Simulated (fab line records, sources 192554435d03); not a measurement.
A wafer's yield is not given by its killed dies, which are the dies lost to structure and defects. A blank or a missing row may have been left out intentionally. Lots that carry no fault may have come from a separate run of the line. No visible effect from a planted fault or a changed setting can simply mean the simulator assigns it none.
Lot-split experiment ; flow n5-finfet ; 7 lots, 21 wafers read, on a route of 1938 steps

## THE SPLIT
At N5_BEOL_M14_PEB_08 (peb time 90 s), the setting peb-temp-c was moved away from the recipe's 130 C on 5 of the 21 wafers read, by -2.8% to +1.9%. All remaining wafers had this setting at the recipe value.

## FROM THE SPLIT TO THE READING: what the file shows between them, 10 steps
- N5_BEOL_M14_DEVELOP_09: develop time 45 s
- N5_BEOL_M14_HARDBAKE_14: time 120 s
- N5_BEOL_M14_CD_MEAS_10: target cd 250 nm
- N5_BEOL_M14_DESCUM_15: chemistry O2, time 7.9 s
- N5_BEOL_M14_ETCH_59: etches BARC in N2/H2, target depth 89 nm, overetch 26.7 nm, time 67.9 s
- N5_BEOL_M14_VIA_ETCH_16: etches SiO2 in C4F8/O2/Ar, target depth 1231.3 nm
- N5_BEOL_M14_STRIP_63: strips in O2
- N5_BEOL_M14_STRIP_64: strips in O2
- N5_BEOL_M14_STRIP_71: strips in post etch residue remover, time 60 s
- N5_BEOL_M14_SRD_72: time 30 s, dry time 30 s

## THE READING
cd-nm, in nm, at N5_BEOL_M14_CD_MEAS_17 (target cd 250 nm). On this fab line, fault-free wafers typically give 251.1 nm with a standard deviation of 2.7 nm.

wafer;tool, chamber at the split;peb-temp-c as run, C;against the recipe;cd-nm, nm;against lot-mates on the recipe
L074.2;litho-track-03, 0;126.3;-2.8%;228.7;-18.8
L074.4;litho-track-03, 0;126.3;-2.8%;229.2;-18.3
L074.5;litho-track-03, 0;130;recipe;247.5;-
L079.1;litho-track-04, 0;127.9;-1.6%;240.4;-8.3
L079.2;litho-track-04, 0;130;recipe;248.6;-
L079.5;litho-track-04, 0;130;recipe;248.9;-
L084.4;litho-track-04, 0;130;recipe;253.3;-
L084.5;litho-track-04, 0;130;recipe;253.4;-
L084.6;litho-track-04, 0;130;recipe;249.8;-
L086.4;litho-track-01, 0;130;recipe;254.5;-
L086.5;litho-track-01, 0;132.5;+1.9%;263.4;+9.9
L086.6;litho-track-01, 0;130;recipe;252.5;-
L093.1;litho-track-04, 0;130;recipe;246.3;-
L093.4;litho-track-04, 0;130;recipe;248.9;-
L093.5;litho-track-04, 0;130;recipe;252.0;-
L089.3;litho-track-01, 0;130;recipe;250.9;-
L089.4;litho-track-01, 0;130;recipe;253.5;-
L089.6;litho-track-01, 0;132.5;+1.9%;263.1;+10.9
L096.1;litho-track-03, 0;130;recipe;249.1;-
L096.2;litho-track-03, 0;130;recipe;250.0;-
L096.6;litho-track-03, 0;130;recipe;254.0;-

FIT RESULTS
A straight line over all 21 wafers: cd-nm changes by +7.19 nm for each +1% of peb-temp-c; r = +0.96; the points scatter about the line by 2.3 nm.
The same after taking each lot's own level away (the mean of its wafers on the recipe; 21 wafers): +6.05 nm for each +1%; r = +0.97; scatter 1.7 nm.
That fit puts the effect of the largest move of peb-temp-c on the reading at 17 nm.
The lots' own levels span 247.50 to 253.50 nm, that is 2.2 times the standard deviation above.
In other words, the slope is changed by the lot-to-lot level; the two fits disagree.
Check: with one of the wafers moved furthest among these (-2.8%) left out of the fit, the line predicts -16.7 nm for it against its lot-mates. It came out at -18.8 nm against them.

## THE WHOLE CHAIN: every reading that the file lists as answering this split, in the file's order
step;what it does;reading;change (the file's fit);r (the file's)
N5_BEOL_M14_CD_MEAS_10;target cd 250 nm;cd-nm;+6.5 nm for each +1% of the setting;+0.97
N5_BEOL_M14_CD_MEAS_17;target cd 250 nm;cd-nm;+5.86 nm for each +1% of the setting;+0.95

## THE FILE'S OWN FIT
cd-nm changes by +5.86 nm for each +1% of peb-temp-c, r = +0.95.
